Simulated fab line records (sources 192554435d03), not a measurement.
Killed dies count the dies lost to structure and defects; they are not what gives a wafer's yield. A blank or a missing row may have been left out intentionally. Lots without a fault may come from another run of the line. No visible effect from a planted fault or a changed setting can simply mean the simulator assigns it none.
Matching of chambers	flow n5 finfet	rie diel-01 running N5_BEOL_M10_ETCH_66: 4 sister chambers
The step etches SOC in N2/H2, target depth 120 nm, overetch 24 nm, time 180 s. 4 wafers are shown with their chamber, then 8 later ones without.

== WAFERS PAIRED WITH THEIR CHAMBERS ==
wafer	chamber	showerhead plenum p Torr (Torr)
L082.4	2	2.57
L086.4	3	2.53
L086.6	0	2.71
L089.2	1	2.70

== WAFERS WHOSE CHAMBER IS MISSING ==
wafer	showerhead plenum p Torr (Torr)
L089.4	2.56
L089.5	2.70
L090.1	2.71
L090.2	2.56
L090.3	2.53
L092.1	2.70
L092.3	2.55
L092.4	2.69

== CHAMBER TAKEN BY EACH ==
wafer	from the rows above	in truth
L089.4	2	2
L089.5	can't be placed: 1 or 0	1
L090.1	can't be placed: 0 or 1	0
L090.2	2	2
L090.3	3	3
L092.1	can't be placed: 1 or 0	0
L092.3	can't be placed: 2 or 3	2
L092.4	can't be placed: 1 or 0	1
3 of 8 placed correctly. Can't be placed from these rows: 5 (the true chamber is among the candidates in 5). 0 placed wrongly.
How it was worked out, from the rows above alone: a wafer's distance from a chamber is the root of the sum, over the readings, of the square of ((its reading less the chamber's mean) divided by the reading's scatter). If the next closest chamber is less than 2 further off than the closest, the wafer can't be placed; otherwise it belongs to the closest. For every chamber, the mean is computed from those of its wafers that are shown. The scatter: with one shown wafer a chamber, the root of the mean of the squares of how far each hidden wafer lies from its nearest shown one.
